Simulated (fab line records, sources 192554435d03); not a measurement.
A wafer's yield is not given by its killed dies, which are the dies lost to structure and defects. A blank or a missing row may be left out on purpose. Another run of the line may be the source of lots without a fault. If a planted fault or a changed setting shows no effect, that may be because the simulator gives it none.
Matching of chambers | flow n5Finfet | N5_BEOL_M1_CMP_52 on cmp-01: 4 sister chambers
The step polishes, stops on SiOC, t overpolish 6.8 s, target thk 40 nm. 4 wafers are shown with their chamber, then 7 later ones without.

WAFERS PAIRED WITH THEIR CHAMBERS
wafer  | chamber | motorCurrentA (A)
L079.1 | 0       | 5.8
L079.4 | 1       | 6.5
L080.2 | 2       | 5.9
L080.4 | 3       | 5.5

WAFERS WITHOUT THEIR CHAMBER
wafer  | motorCurrentA (A)
L080.5 | 5.6
L088.1 | 5.7
L088.4 | 5.6
L088.5 | 5.4
L097.1 | 5.8
L097.2 | 6.7
L097.3 | 5.7

CHAMBER TAKEN BY EACH
wafer  | from the rows above          | in truth
L080.5 | can't be placed: 3 or 0 or 2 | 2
L088.1 | can't be placed: 0 or 2 or 3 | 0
L088.4 | can't be placed: 3 or 0 or 2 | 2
L088.5 | 3                            | 3
L097.1 | can't be placed: 0 or 2      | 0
L097.2 | 1                            | 1
L097.3 | can't be placed: 0 or 2 or 3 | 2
Correctly placed: 2 of 7. Not placeable from these rows: 5 (in 5, the candidates include the true chamber). 0 placed wrongly.
How it was worked out, from the rows above alone: a wafer's distance from a chamber is the root of the sum, over the readings, of the square of ((its reading less the chamber's mean) divided by the reading's scatter). The wafer belongs to the nearest chamber; if the next one is less than 2 further off, it can't be placed. For every chamber, the mean is computed from those of its wafers that are shown. The scatter: root of mean squared gap, hidden wafer to nearest shown wafer, with one shown wafer a chamber.
